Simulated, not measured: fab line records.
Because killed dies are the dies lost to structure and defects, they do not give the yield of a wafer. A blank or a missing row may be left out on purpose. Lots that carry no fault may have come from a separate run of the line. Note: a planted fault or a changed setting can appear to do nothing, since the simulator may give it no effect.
fab line records :: flow n5_finfet
[record]
  lots = 7
  wafers = 39
route steps=1938 shown ZERO_LAYER@14 FIN_SAQP@94 HKMG_FIN@442 MOL_CONTACT_COAG@605 BEOL_M2@857 BEOL_M3@969 BEOL_M4@1111
start_h: start of the lot's first displayed wafer, in hours after the record's first day :: wait_h: hours since the lot's step before :: " the same as in the row above :: L1.1+2: a single row standing in for several wafers :: - no value present, or no start provided :: * or withheld: withheld :: < > ~ a bound
route shown NAME@n: NAME is a module with steps in the file, n the number in the route of the first one :: usual: the fault-free wafers' mean and standard deviation :: same: alike in all rows :: chamber/n: place in a boat :: sites: readings site by site :: _std_site: the values' standard deviation :: _edge_site: the outer-site mean with the inner-site mean subtracted :: radius_mm: how far each site lies from the wafer's centre :: mask NAME#n: copy n :: behind: the most recent tool/chamber to have shaped the wafer :: hold: reason for holding the lot/hours on hold/outcome of the hold :: device: whichever transistor did not switch (one of n, p or np) :: end of line: tests run on the same wafers once the route is complete :: a step with no rows: only its recipe :: killed: count of dies lost to structure and defects at first sort (not the wafer's yield) :: map: dies across one wafer; x = killed, . = not, _ = none there
set.NAME: setting as actually run; set.NAME@STEP: the setting as run at that earlier step :: model.NAME: the simulator's own value behind a step, which no gauge read
lots whose settings were changed on purpose; a table a step, a row a wafer
[[steps]]
[step N5_ZERO_LAYER_DESCUM_16]
[recipe]
  chemistry = O2
  time_s = 7.9
  source_power_w = 50
  bias_power_w = 20
  pressure_mtorr = 20
  rf_frequency_hz = 2.712e+07
  temp_c = 40
  o2_flow_sccm = 225
[step N5_FIN_SAQP_ALD_61]
[recipe]
  material = SiO2
  target_thk_a = 40
  temp_c = 300
  ald_precursor_family = BDEAS
  ald_co_reactant = O2-plasma
  pulse_time_s = 1
  purge_time_s = 2
  co_reactant_purge_time_s = 2
  ald_cycles = 43
  pressure_torr = 2
[step N5_HKMG_FIN_ALD_91]
[recipe]
  material = TiN
  target_thk_a = 10
  temp_c = 400
  ald_precursor_family = TiCl4
  ald_co_reactant = NH3
  pulse_time_s = 1
  purge_time_s = 3
  co_reactant_purge_time_s = 2
  co_reactant_pulse_time_s = 2
  ald_cycles = 47
  pressure_torr = 3
[step N5_MOL_CONTACT_COAG_DESCUM_45]
[recipe]
  chemistry = O2
  time_s = 7
  source_power_w = 50
  bias_power_w = 20
  pressure_mtorr = 20
  rf_frequency_hz = 2.712e+07
  temp_c = 40
  resist = CAR-EUV
  o2_flow_sccm = 225
[step N5_MOL_CONTACT_COAG_VIA_ETCH_117]
[recipe]
  chemistry = C4F6/O2
  target_depth_a = 400
  overetch_a = 80
  mask_material = SOC
  target = SiO2
  bias_w = 455
  pressure_mtorr = 10
  time_s = 26
  source_w = 325
  Ar_flow_sccm = 300
  C4F6_flow_sccm = 10
  O2_flow_sccm = 10
  ion_energy_ev = 575.3
  ends = end_point
[step N5_BEOL_M2_DESCUM_16]
[step N5_BEOL_M3_DESCUM_33]
[step N5_BEOL_M4_RC_MEAS_101]
[usual]
  IOFF_N_LONG = 5.5e-05/3e-06
  VT_N = 250/3.2
  VT_N_LONG = 274.6/2.2
  VT_N_LVT = 99/3.3
lot.wafer: L079.1
tool: prober-02
chamber: 0
start_h: 198.55
wait_h: 0.0
set.time_s@ZERO_LAYER_DESCUM_16: 6.092
set.ald_cycles@FIN_SAQP_ALD_61: 43
set.ald_cycles@HKMG_FIN_ALD_91: 47
set.time_s@MOL_CONTACT_COAG_DESCUM_45: 10.98
set.target_depth_a@MOL_CONTACT_COAG_VIA_ETCH_117: 400
set.time_s@BEOL_M2_DESCUM_16: 4.032
set.time_s@BEOL_M3_DESCUM_33: 7
IOFF_N_LONG[nA/um]: 5.6e-05
VT_N[mV]: 251
VT_N_LONG[mV]: 273.2
VT_N_LVT[mV]: 101

lot.wafer: L079.2
tool: prober-02
chamber: 0
start_h: 198.55
wait_h: 0.0
set.time_s@ZERO_LAYER_DESCUM_16: 6.092
set.ald_cycles@FIN_SAQP_ALD_61: 43
set.ald_cycles@HKMG_FIN_ALD_91: 69
set.time_s@MOL_CONTACT_COAG_DESCUM_45: 7
set.target_depth_a@MOL_CONTACT_COAG_VIA_ETCH_117: 577.3
set.time_s@BEOL_M2_DESCUM_16: 4.032
set.time_s@BEOL_M3_DESCUM_33: 7
IOFF_N_LONG[nA/um]: 2.5e-05
VT_N[mV]: 297
VT_N_LONG[mV]: 324.3
VT_N_LVT[mV]: 149

lot.wafer: L079.3
tool: prober-02
chamber: 0
start_h: 198.55
wait_h: 0.0
set.time_s@ZERO_LAYER_DESCUM_16: 7.9
set.ald_cycles@FIN_SAQP_ALD_61: 31
set.ald_cycles@HKMG_FIN_ALD_91: 47
set.time_s@MOL_CONTACT_COAG_DESCUM_45: 7
set.target_depth_a@MOL_CONTACT_COAG_VIA_ETCH_117: 577.3
set.time_s@BEOL_M2_DESCUM_16: 7
set.time_s@BEOL_M3_DESCUM_33: 2.864
IOFF_N_LONG[nA/um]: 5.5e-05
VT_N[mV]: 250
VT_N_LONG[mV]: 275.5
VT_N_LVT[mV]: 103

lot.wafer: L079.4
tool: prober-02
chamber: 0
start_h: 198.55
wait_h: 0.0
set.time_s@ZERO_LAYER_DESCUM_16: 6.092
set.ald_cycles@FIN_SAQP_ALD_61: 31
set.ald_cycles@HKMG_FIN_ALD_91: 69
set.time_s@MOL_CONTACT_COAG_DESCUM_45: 7
set.target_depth_a@MOL_CONTACT_COAG_VIA_ETCH_117: 400
set.time_s@BEOL_M2_DESCUM_16: 7
set.time_s@BEOL_M3_DESCUM_33: 7
IOFF_N_LONG[nA/um]: 2.4e-05
VT_N[mV]: 303
VT_N_LONG[mV]: 324.9
VT_N_LVT[mV]: 153

lot.wafer: L079.5
tool: prober-02
chamber: 0
start_h: 198.55
wait_h: 0.0
set.time_s@ZERO_LAYER_DESCUM_16: 7.9
set.ald_cycles@FIN_SAQP_ALD_61: 31
set.ald_cycles@HKMG_FIN_ALD_91: 47
set.time_s@MOL_CONTACT_COAG_DESCUM_45: 10.98
set.target_depth_a@MOL_CONTACT_COAG_VIA_ETCH_117: 577.3
set.time_s@BEOL_M2_DESCUM_16: 4.032
set.time_s@BEOL_M3_DESCUM_33: 2.864
IOFF_N_LONG[nA/um]: 5.5e-05
VT_N[mV]: 252
VT_N_LONG[mV]: 277.0
VT_N_LVT[mV]: 102

lot.wafer: L079.6
tool: prober-02
chamber: 0
start_h: 198.55
wait_h: 0.0
set.time_s@ZERO_LAYER_DESCUM_16: 7.9
set.ald_cycles@FIN_SAQP_ALD_61: 43
set.ald_cycles@HKMG_FIN_ALD_91: 69
set.time_s@MOL_CONTACT_COAG_DESCUM_45: 10.98
set.target_depth_a@MOL_CONTACT_COAG_VIA_ETCH_117: 400
set.time_s@BEOL_M2_DESCUM_16: 7
set.time_s@BEOL_M3_DESCUM_33: 2.864
IOFF_N_LONG[nA/um]: 2.4e-05
VT_N[mV]: 299
VT_N_LONG[mV]: 324.4
VT_N_LVT[mV]: 147

lot.wafer: L080.1
tool: prober-02
chamber: 0
start_h: 207.46
wait_h: 0.0
set.time_s@ZERO_LAYER_DESCUM_16: 7.9
set.ald_cycles@FIN_SAQP_ALD_61: 61
set.ald_cycles@HKMG_FIN_ALD_91: 47
set.time_s@MOL_CONTACT_COAG_DESCUM_45: 10.99
set.target_depth_a@MOL_CONTACT_COAG_VIA_ETCH_117: 614.3
set.time_s@BEOL_M2_DESCUM_16: 7
set.time_s@BEOL_M3_DESCUM_33: 7
IOFF_N_LONG[nA/um]: 5.4e-05
VT_N[mV]: 248
VT_N_LONG[mV]: 276.9
VT_N_LVT[mV]: 98

lot.wafer: L080.2
tool: prober-02
chamber: 0
start_h: 207.46
wait_h: 0.0
set.time_s@ZERO_LAYER_DESCUM_16: 7.9
set.ald_cycles@FIN_SAQP_ALD_61: 61
set.ald_cycles@HKMG_FIN_ALD_91: 47
set.time_s@MOL_CONTACT_COAG_DESCUM_45: 7
set.target_depth_a@MOL_CONTACT_COAG_VIA_ETCH_117: 614.3
set.time_s@BEOL_M2_DESCUM_16: 10.81
set.time_s@BEOL_M3_DESCUM_33: 3.711
IOFF_N_LONG[nA/um]: 5.4e-05
VT_N[mV]: 248
VT_N_LONG[mV]: 275.0
VT_N_LVT[mV]: 95

lot.wafer: L080.3
tool: prober-02
chamber: 0
start_h: 207.46
wait_h: 0.0
set.time_s@ZERO_LAYER_DESCUM_16: 7.9
set.ald_cycles@FIN_SAQP_ALD_61: 43
set.ald_cycles@HKMG_FIN_ALD_91: 47
set.time_s@MOL_CONTACT_COAG_DESCUM_45: 10.99
set.target_depth_a@MOL_CONTACT_COAG_VIA_ETCH_117: 400
set.time_s@BEOL_M2_DESCUM_16: 7
set.time_s@BEOL_M3_DESCUM_33: 3.711
IOFF_N_LONG[nA/um]: 5.5e-05
VT_N[mV]: 249
VT_N_LONG[mV]: 277.0
VT_N_LVT[mV]: 99

lot.wafer: L080.4
tool: prober-02
chamber: 0
start_h: 207.46
wait_h: 0.0
set.time_s@ZERO_LAYER_DESCUM_16: 7.9
set.ald_cycles@FIN_SAQP_ALD_61: 43
set.ald_cycles@HKMG_FIN_ALD_91: 47
set.time_s@MOL_CONTACT_COAG_DESCUM_45: 10.99
set.target_depth_a@MOL_CONTACT_COAG_VIA_ETCH_117: 400
set.time_s@BEOL_M2_DESCUM_16: 10.81
set.time_s@BEOL_M3_DESCUM_33: 7
IOFF_N_LONG[nA/um]: 5.4e-05
VT_N[mV]: 251
VT_N_LONG[mV]: 276.3
VT_N_LVT[mV]: 98

lot.wafer: L080.5
tool: prober-02
chamber: 0
start_h: 207.46
wait_h: 0.0
set.time_s@ZERO_LAYER_DESCUM_16: 7.9
set.ald_cycles@FIN_SAQP_ALD_61: 61
set.ald_cycles@HKMG_FIN_ALD_91: 47
set.time_s@MOL_CONTACT_COAG_DESCUM_45: 7
set.target_depth_a@MOL_CONTACT_COAG_VIA_ETCH_117: 400
set.time_s@BEOL_M2_DESCUM_16: 10.81
set.time_s@BEOL_M3_DESCUM_33: 3.711
IOFF_N_LONG[nA/um]: 5.5e-05
VT_N[mV]: 253
VT_N_LONG[mV]: 276.8
VT_N_LVT[mV]: 98

lot.wafer: L080.6
tool: prober-02
chamber: 0
start_h: 207.46
wait_h: 0.0
set.time_s@ZERO_LAYER_DESCUM_16: 7.9
set.ald_cycles@FIN_SAQP_ALD_61: 43
set.ald_cycles@HKMG_FIN_ALD_91: 47
set.time_s@MOL_CONTACT_COAG_DESCUM_45: 7
set.target_depth_a@MOL_CONTACT_COAG_VIA_ETCH_117: 614.3
set.time_s@BEOL_M2_DESCUM_16: 7
set.time_s@BEOL_M3_DESCUM_33: 7
IOFF_N_LONG[nA/um]: 5.4e-05
VT_N[mV]: 251
VT_N_LONG[mV]: 272.9
VT_N_LVT[mV]: 98

lot.wafer: L081.1
tool: prober-01
chamber: 0
start_h: 207.77
wait_h: 0.0
set.time_s@ZERO_LAYER_DESCUM_16: 7.9
set.ald_cycles@FIN_SAQP_ALD_61: 43
set.ald_cycles@HKMG_FIN_ALD_91: 47
set.time_s@MOL_CONTACT_COAG_DESCUM_45: 7
set.target_depth_a@MOL_CONTACT_COAG_VIA_ETCH_117: 400
set.time_s@BEOL_M2_DESCUM_16: 7
set.time_s@BEOL_M3_DESCUM_33: 7
IOFF_N_LONG[nA/um]: 5.6e-05
VT_N[mV]: 253
VT_N_LONG[mV]: 274.0
VT_N_LVT[mV]: 102

lot.wafer: L081.3
tool: prober-01
chamber: 0
start_h: 207.77
wait_h: 0.0
set.time_s@ZERO_LAYER_DESCUM_16: 7.9
set.ald_cycles@FIN_SAQP_ALD_61: 43
set.ald_cycles@HKMG_FIN_ALD_91: 47
set.time_s@MOL_CONTACT_COAG_DESCUM_45: 7
set.target_depth_a@MOL_CONTACT_COAG_VIA_ETCH_117: 400
set.time_s@BEOL_M2_DESCUM_16: 7
set.time_s@BEOL_M3_DESCUM_33: 7
IOFF_N_LONG[nA/um]: 5.4e-05
VT_N[mV]: 254
VT_N_LONG[mV]: 274.2
VT_N_LVT[mV]: 104

lot.wafer: L081.6
tool: prober-01
chamber: 0
start_h: 207.77
wait_h: 0.0
set.time_s@ZERO_LAYER_DESCUM_16: 7.9
set.ald_cycles@FIN_SAQP_ALD_61: 43
set.ald_cycles@HKMG_FIN_ALD_91: 47
set.time_s@MOL_CONTACT_COAG_DESCUM_45: 7
set.target_depth_a@MOL_CONTACT_COAG_VIA_ETCH_117: 400
set.time_s@BEOL_M2_DESCUM_16: 7
set.time_s@BEOL_M3_DESCUM_33: 7
IOFF_N_LONG[nA/um]: 5.6e-05
VT_N[mV]: 251
VT_N_LONG[mV]: 273.2
VT_N_LVT[mV]: 99

lot.wafer: L085.1
tool: prober-01
chamber: 0
start_h: 245.27
wait_h: 0.0
set.time_s@ZERO_LAYER_DESCUM_16: 5.609
set.ald_cycles@FIN_SAQP_ALD_61: 43
set.ald_cycles@HKMG_FIN_ALD_91: 47
set.time_s@MOL_CONTACT_COAG_DESCUM_45: 7
set.target_depth_a@MOL_CONTACT_COAG_VIA_ETCH_117: 400
set.time_s@BEOL_M2_DESCUM_16: 4.073
set.time_s@BEOL_M3_DESCUM_33: 7
IOFF_N_LONG[nA/um]: 5.6e-05
VT_N[mV]: 250
VT_N_LONG[mV]: 276.6
VT_N_LVT[mV]: 96

lot.wafer: L085.2
tool: prober-01
chamber: 0
start_h: 245.27
wait_h: 0.0
set.time_s@ZERO_LAYER_DESCUM_16: 7.9
set.ald_cycles@FIN_SAQP_ALD_61: 43
set.ald_cycles@HKMG_FIN_ALD_91: 47
set.time_s@MOL_CONTACT_COAG_DESCUM_45: 7
set.target_depth_a@MOL_CONTACT_COAG_VIA_ETCH_117: 400
set.time_s@BEOL_M2_DESCUM_16: 7
set.time_s@BEOL_M3_DESCUM_33: 3.472
IOFF_N_LONG[nA/um]: 5.6e-05
VT_N[mV]: 251
VT_N_LONG[mV]: 274.0
VT_N_LVT[mV]: 97

lot.wafer: L085.3
tool: prober-01
chamber: 0
start_h: 245.27
wait_h: 0.0
set.time_s@ZERO_LAYER_DESCUM_16: 5.609
set.ald_cycles@FIN_SAQP_ALD_61: 30
set.ald_cycles@HKMG_FIN_ALD_91: 47
set.time_s@MOL_CONTACT_COAG_DESCUM_45: 7
set.target_depth_a@MOL_CONTACT_COAG_VIA_ETCH_117: 400
set.time_s@BEOL_M2_DESCUM_16: 7
set.time_s@BEOL_M3_DESCUM_33: 7
IOFF_N_LONG[nA/um]: 5.4e-05
VT_N[mV]: 246
VT_N_LONG[mV]: 274.7
VT_N_LVT[mV]: 94

lot.wafer: L085.4
tool: prober-01
chamber: 0
start_h: 245.27
wait_h: 0.0
set.time_s@ZERO_LAYER_DESCUM_16: 7.9
set.ald_cycles@FIN_SAQP_ALD_61: 43
set.ald_cycles@HKMG_FIN_ALD_91: 47
set.time_s@MOL_CONTACT_COAG_DESCUM_45: 7
set.target_depth_a@MOL_CONTACT_COAG_VIA_ETCH_117: 400
set.time_s@BEOL_M2_DESCUM_16: 4.073
set.time_s@BEOL_M3_DESCUM_33: 7
IOFF_N_LONG[nA/um]: 5.5e-05
VT_N[mV]: 249
VT_N_LONG[mV]: 273.1
VT_N_LVT[mV]: 97

lot.wafer: L085.5
tool: prober-01
chamber: 0
start_h: 245.27
wait_h: 0.0
set.time_s@ZERO_LAYER_DESCUM_16: 5.609
set.ald_cycles@FIN_SAQP_ALD_61: 30
set.ald_cycles@HKMG_FIN_ALD_91: 47
set.time_s@MOL_CONTACT_COAG_DESCUM_45: 7
set.target_depth_a@MOL_CONTACT_COAG_VIA_ETCH_117: 400
set.time_s@BEOL_M2_DESCUM_16: 7
set.time_s@BEOL_M3_DESCUM_33: 3.472
IOFF_N_LONG[nA/um]: 5.5e-05
VT_N[mV]: 251
VT_N_LONG[mV]: 274.4
VT_N_LVT[mV]: 99

lot.wafer: L085.6
tool: prober-01
chamber: 0
start_h: 245.27
wait_h: 0.0
set.time_s@ZERO_LAYER_DESCUM_16: 7.9
set.ald_cycles@FIN_SAQP_ALD_61: 30
set.ald_cycles@HKMG_FIN_ALD_91: 47
set.time_s@MOL_CONTACT_COAG_DESCUM_45: 7
set.target_depth_a@MOL_CONTACT_COAG_VIA_ETCH_117: 400
set.time_s@BEOL_M2_DESCUM_16: 4.073
set.time_s@BEOL_M3_DESCUM_33: 3.472
IOFF_N_LONG[nA/um]: 5.6e-05
VT_N[mV]: 248
VT_N_LONG[mV]: 276.7
VT_N_LVT[mV]: 94

lot.wafer: L092.1
tool: prober-02
chamber: 0
start_h: 274.61
wait_h: 0.0
set.time_s@ZERO_LAYER_DESCUM_16: 7.9
set.ald_cycles@FIN_SAQP_ALD_61: 43
set.ald_cycles@HKMG_FIN_ALD_91: 47
set.time_s@MOL_CONTACT_COAG_DESCUM_45: 11
set.target_depth_a@MOL_CONTACT_COAG_VIA_ETCH_117: 400
set.time_s@BEOL_M2_DESCUM_16: 7
set.time_s@BEOL_M3_DESCUM_33: 8.509
IOFF_N_LONG[nA/um]: 5.4e-05
VT_N[mV]: 253
VT_N_LONG[mV]: 274.1
VT_N_LVT[mV]: 100

lot.wafer: L092.2
tool: prober-02
chamber: 0
start_h: 274.61
wait_h: 0.0
set.time_s@ZERO_LAYER_DESCUM_16: 7.9
set.ald_cycles@FIN_SAQP_ALD_61: 43
set.ald_cycles@HKMG_FIN_ALD_91: 47
set.time_s@MOL_CONTACT_COAG_DESCUM_45: 7
set.target_depth_a@MOL_CONTACT_COAG_VIA_ETCH_117: 400
set.time_s@BEOL_M2_DESCUM_16: 9.935
set.time_s@BEOL_M3_DESCUM_33: 8.509
IOFF_N_LONG[nA/um]: 5.3e-05
VT_N[mV]: 253
VT_N_LONG[mV]: 276.9
VT_N_LVT[mV]: 101

lot.wafer: L092.3
tool: prober-02
chamber: 0
start_h: 274.61
wait_h: 0.0
set.time_s@ZERO_LAYER_DESCUM_16: 6.563
set.ald_cycles@FIN_SAQP_ALD_61: 43
set.ald_cycles@HKMG_FIN_ALD_91: 47
set.time_s@MOL_CONTACT_COAG_DESCUM_45: 7
set.target_depth_a@MOL_CONTACT_COAG_VIA_ETCH_117: 400
set.time_s@BEOL_M2_DESCUM_16: 7
set.time_s@BEOL_M3_DESCUM_33: 7
IOFF_N_LONG[nA/um]: 5.5e-05
VT_N[mV]: 249
VT_N_LONG[mV]: 273.6
VT_N_LVT[mV]: 97

lot.wafer: L092.4
tool: prober-02
chamber: 0
start_h: 274.61
wait_h: 0.0
set.time_s@ZERO_LAYER_DESCUM_16: 6.563
set.ald_cycles@FIN_SAQP_ALD_61: 29
set.ald_cycles@HKMG_FIN_ALD_91: 47
set.time_s@MOL_CONTACT_COAG_DESCUM_45: 11
set.target_depth_a@MOL_CONTACT_COAG_VIA_ETCH_117: 400
set.time_s@BEOL_M2_DESCUM_16: 9.935
set.time_s@BEOL_M3_DESCUM_33: 7
IOFF_N_LONG[nA/um]: 5.4e-05
VT_N[mV]: 258
VT_N_LONG[mV]: 275.2
VT_N_LVT[mV]: 105

lot.wafer: L092.5
tool: prober-02
chamber: 0
start_h: 274.61
wait_h: 0.0
set.time_s@ZERO_LAYER_DESCUM_16: 7.9
set.ald_cycles@FIN_SAQP_ALD_61: 29
set.ald_cycles@HKMG_FIN_ALD_91: 47
set.time_s@MOL_CONTACT_COAG_DESCUM_45: 11
set.target_depth_a@MOL_CONTACT_COAG_VIA_ETCH_117: 400
set.time_s@BEOL_M2_DESCUM_16: 7
set.time_s@BEOL_M3_DESCUM_33: 7
IOFF_N_LONG[nA/um]: 5.5e-05
VT_N[mV]: 253
VT_N_LONG[mV]: 274.2
VT_N_LVT[mV]: 105

lot.wafer: L092.6
tool: prober-02
chamber: 0
start_h: 274.61
wait_h: 0.0
set.time_s@ZERO_LAYER_DESCUM_16: 6.563
set.ald_cycles@FIN_SAQP_ALD_61: 29
set.ald_cycles@HKMG_FIN_ALD_91: 47
set.time_s@MOL_CONTACT_COAG_DESCUM_45: 7
set.target_depth_a@MOL_CONTACT_COAG_VIA_ETCH_117: 400
set.time_s@BEOL_M2_DESCUM_16: 9.935
set.time_s@BEOL_M3_DESCUM_33: 8.509
IOFF_N_LONG[nA/um]: 5.4e-05
VT_N[mV]: 251
VT_N_LONG[mV]: 275.0
VT_N_LVT[mV]: 100

lot.wafer: L093.1
tool: prober-01
chamber: 0
start_h: 289.30
wait_h: 0.0
set.time_s@ZERO_LAYER_DESCUM_16: 7.9
set.ald_cycles@FIN_SAQP_ALD_61: 43
set.ald_cycles@HKMG_FIN_ALD_91: 47
set.time_s@MOL_CONTACT_COAG_DESCUM_45: 7
set.target_depth_a@MOL_CONTACT_COAG_VIA_ETCH_117: 513
set.time_s@BEOL_M2_DESCUM_16: 7
set.time_s@BEOL_M3_DESCUM_33: 7
IOFF_N_LONG[nA/um]: 5.3e-05
VT_N[mV]: 252
VT_N_LONG[mV]: 275.2
VT_N_LVT[mV]: 99

lot.wafer: L093.2
tool: prober-01
chamber: 0
start_h: 289.30
wait_h: 0.0
set.time_s@ZERO_LAYER_DESCUM_16: 7.9
set.ald_cycles@FIN_SAQP_ALD_61: 35
set.ald_cycles@HKMG_FIN_ALD_91: 63
set.time_s@MOL_CONTACT_COAG_DESCUM_45: 7
set.target_depth_a@MOL_CONTACT_COAG_VIA_ETCH_117: 400
set.time_s@BEOL_M2_DESCUM_16: 4.493
set.time_s@BEOL_M3_DESCUM_33: 10.28
IOFF_N_LONG[nA/um]: 2.8e-05
VT_N[mV]: 287
VT_N_LONG[mV]: 311.4
VT_N_LVT[mV]: 133

lot.wafer: L093.3
tool: prober-01
chamber: 0
start_h: 289.30
wait_h: 0.0
set.time_s@ZERO_LAYER_DESCUM_16: 9.087
set.ald_cycles@FIN_SAQP_ALD_61: 35
set.ald_cycles@HKMG_FIN_ALD_91: 47
set.time_s@MOL_CONTACT_COAG_DESCUM_45: 3.095
set.target_depth_a@MOL_CONTACT_COAG_VIA_ETCH_117: 513
set.time_s@BEOL_M2_DESCUM_16: 7
set.time_s@BEOL_M3_DESCUM_33: 10.28
IOFF_N_LONG[nA/um]: 5.3e-05
VT_N[mV]: 253
VT_N_LONG[mV]: 277.3
VT_N_LVT[mV]: 100

lot.wafer: L093.4
tool: prober-01
chamber: 0
start_h: 289.30
wait_h: 0.0
set.time_s@ZERO_LAYER_DESCUM_16: 7.9
set.ald_cycles@FIN_SAQP_ALD_61: 43
set.ald_cycles@HKMG_FIN_ALD_91: 47
set.time_s@MOL_CONTACT_COAG_DESCUM_45: 3.095
set.target_depth_a@MOL_CONTACT_COAG_VIA_ETCH_117: 400
set.time_s@BEOL_M2_DESCUM_16: 4.493
set.time_s@BEOL_M3_DESCUM_33: 7
IOFF_N_LONG[nA/um]: 5.5e-05
VT_N[mV]: 252
VT_N_LONG[mV]: 277.0
VT_N_LVT[mV]: 101

lot.wafer: L093.5
tool: prober-01
chamber: 0
start_h: 289.30
wait_h: 0.0
set.time_s@ZERO_LAYER_DESCUM_16: 9.087
set.ald_cycles@FIN_SAQP_ALD_61: 35
set.ald_cycles@HKMG_FIN_ALD_91: 63
set.time_s@MOL_CONTACT_COAG_DESCUM_45: 7
set.target_depth_a@MOL_CONTACT_COAG_VIA_ETCH_117: 400
set.time_s@BEOL_M2_DESCUM_16: 7
set.time_s@BEOL_M3_DESCUM_33: 7
IOFF_N_LONG[nA/um]: 2.7e-05
VT_N[mV]: 288
VT_N_LONG[mV]: 313.1
VT_N_LVT[mV]: 136

lot.wafer: L093.6
tool: prober-01
chamber: 0
start_h: 289.30
wait_h: 0.0
set.time_s@ZERO_LAYER_DESCUM_16: 9.087
set.ald_cycles@FIN_SAQP_ALD_61: 43
set.ald_cycles@HKMG_FIN_ALD_91: 63
set.time_s@MOL_CONTACT_COAG_DESCUM_45: 3.095
set.target_depth_a@MOL_CONTACT_COAG_VIA_ETCH_117: 513
set.time_s@BEOL_M2_DESCUM_16: 4.493
set.time_s@BEOL_M3_DESCUM_33: 10.28
IOFF_N_LONG[nA/um]: 2.7e-05
VT_N[mV]: 291
VT_N_LONG[mV]: 314.4
VT_N_LVT[mV]: 140

lot.wafer: L095.1
tool: prober-02
chamber: 0
start_h: 302.40
wait_h: 0.0
set.time_s@ZERO_LAYER_DESCUM_16: 7.9
set.ald_cycles@FIN_SAQP_ALD_61: 43
set.ald_cycles@HKMG_FIN_ALD_91: 47
set.time_s@MOL_CONTACT_COAG_DESCUM_45: 7
set.target_depth_a@MOL_CONTACT_COAG_VIA_ETCH_117: 400
set.time_s@BEOL_M2_DESCUM_16: 7
set.time_s@BEOL_M3_DESCUM_33: 7
IOFF_N_LONG[nA/um]: 5e-05
VT_N[mV]: 250
VT_N_LONG[mV]: 276.8
VT_N_LVT[mV]: 101

lot.wafer: L095.2
tool: prober-02
chamber: 0
start_h: 302.40
wait_h: 0.0
set.time_s@ZERO_LAYER_DESCUM_16: 7.9
set.ald_cycles@FIN_SAQP_ALD_61: 43
set.ald_cycles@HKMG_FIN_ALD_91: 62
set.time_s@MOL_CONTACT_COAG_DESCUM_45: 7
set.target_depth_a@MOL_CONTACT_COAG_VIA_ETCH_117: 400
set.time_s@BEOL_M2_DESCUM_16: 4.522
set.time_s@BEOL_M3_DESCUM_33: 8.111
IOFF_N_LONG[nA/um]: 2.6e-05
VT_N[mV]: 287
VT_N_LONG[mV]: 314.6
VT_N_LVT[mV]: 137

lot.wafer: L095.3
tool: prober-02
chamber: 0
start_h: 302.40
wait_h: 0.0
set.time_s@ZERO_LAYER_DESCUM_16: 10.76
set.ald_cycles@FIN_SAQP_ALD_61: 43
set.ald_cycles@HKMG_FIN_ALD_91: 62
set.time_s@MOL_CONTACT_COAG_DESCUM_45: 5.414
set.target_depth_a@MOL_CONTACT_COAG_VIA_ETCH_117: 400
set.time_s@BEOL_M2_DESCUM_16: 4.522
set.time_s@BEOL_M3_DESCUM_33: 7
IOFF_N_LONG[nA/um]: 2.7e-05
VT_N[mV]: 282
VT_N_LONG[mV]: 313.1
VT_N_LVT[mV]: 134

lot.wafer: L095.4
tool: prober-02
chamber: 0
start_h: 302.40
wait_h: 0.0
set.time_s@ZERO_LAYER_DESCUM_16: 7.9
set.ald_cycles@FIN_SAQP_ALD_61: 43
set.ald_cycles@HKMG_FIN_ALD_91: 62
set.time_s@MOL_CONTACT_COAG_DESCUM_45: 5.414
set.target_depth_a@MOL_CONTACT_COAG_VIA_ETCH_117: 400
set.time_s@BEOL_M2_DESCUM_16: 7
set.time_s@BEOL_M3_DESCUM_33: 7
IOFF_N_LONG[nA/um]: 2.6e-05
VT_N[mV]: 283
VT_N_LONG[mV]: 313.0
VT_N_LVT[mV]: 133

lot.wafer: L095.5
tool: prober-02
chamber: 0
start_h: 302.40
wait_h: 0.0
set.time_s@ZERO_LAYER_DESCUM_16: 10.76
set.ald_cycles@FIN_SAQP_ALD_61: 43
set.ald_cycles@HKMG_FIN_ALD_91: 47
set.time_s@MOL_CONTACT_COAG_DESCUM_45: 7
set.target_depth_a@MOL_CONTACT_COAG_VIA_ETCH_117: 400
set.time_s@BEOL_M2_DESCUM_16: 4.522
set.time_s@BEOL_M3_DESCUM_33: 8.111
IOFF_N_LONG[nA/um]: 4.9e-05
VT_N[mV]: 247
VT_N_LONG[mV]: 276.7
VT_N_LVT[mV]: 99

lot.wafer: L095.6
tool: prober-02
chamber: 0
start_h: 302.40
wait_h: 0.0
set.time_s@ZERO_LAYER_DESCUM_16: 10.76
set.ald_cycles@FIN_SAQP_ALD_61: 43
set.ald_cycles@HKMG_FIN_ALD_91: 47
set.time_s@MOL_CONTACT_COAG_DESCUM_45: 5.414
set.target_depth_a@MOL_CONTACT_COAG_VIA_ETCH_117: 400
set.time_s@BEOL_M2_DESCUM_16: 7
set.time_s@BEOL_M3_DESCUM_33: 8.111
IOFF_N_LONG[nA/um]: 5e-05
VT_N[mV]: 252
VT_N_LONG[mV]: 278.1
VT_N_LVT[mV]: 100
[[key]]
[split]
  step = N5_ZERO_LAYER_DESCUM_16
  setting = time_s
  stated_as = 7.9
response none clear
[split]
  step = N5_FIN_SAQP_ALD_61
  setting = ald_cycles
  stated_as = 43
response none clear
[split]
  step = N5_HKMG_FIN_ALD_91
  setting = ald_cycles
  stated_as = 47
[response]
  step = N5_BEOL_M4_RC_MEAS_101
  reading = VT_N_LONG
  slope = +1.08
  per = 1%
  together_with = all
  explained = 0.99
[response]
  step = N5_BEOL_M4_RC_MEAS_101
  reading = IOFF_N_LONG
  slope = -7.13e-07
  per = 1%
  together_with = all
  explained = 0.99
[response]
  step = N5_BEOL_M4_RC_MEAS_101
  reading = VT_N_LVT
  slope = +1.05
  per = 1%
  together_with = all
  explained = 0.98
[response]
  step = N5_BEOL_M4_RC_MEAS_101
  reading = VT_N
  slope = +1.04
  per = 1%
  together_with = all
  explained = 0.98
[split]
  step = N5_MOL_CONTACT_COAG_DESCUM_45
  setting = time_s
  stated_as = 7
response none clear
[split]
  step = N5_MOL_CONTACT_COAG_VIA_ETCH_117
  setting = target_depth_a
  stated_as = 400
response none clear
[split]
  step = N5_BEOL_M2_DESCUM_16
  setting = time_s
  stated_as = 7
response none clear
[split]
  step = N5_BEOL_M3_DESCUM_33
  setting = time_s
  stated_as = 7
response none clear
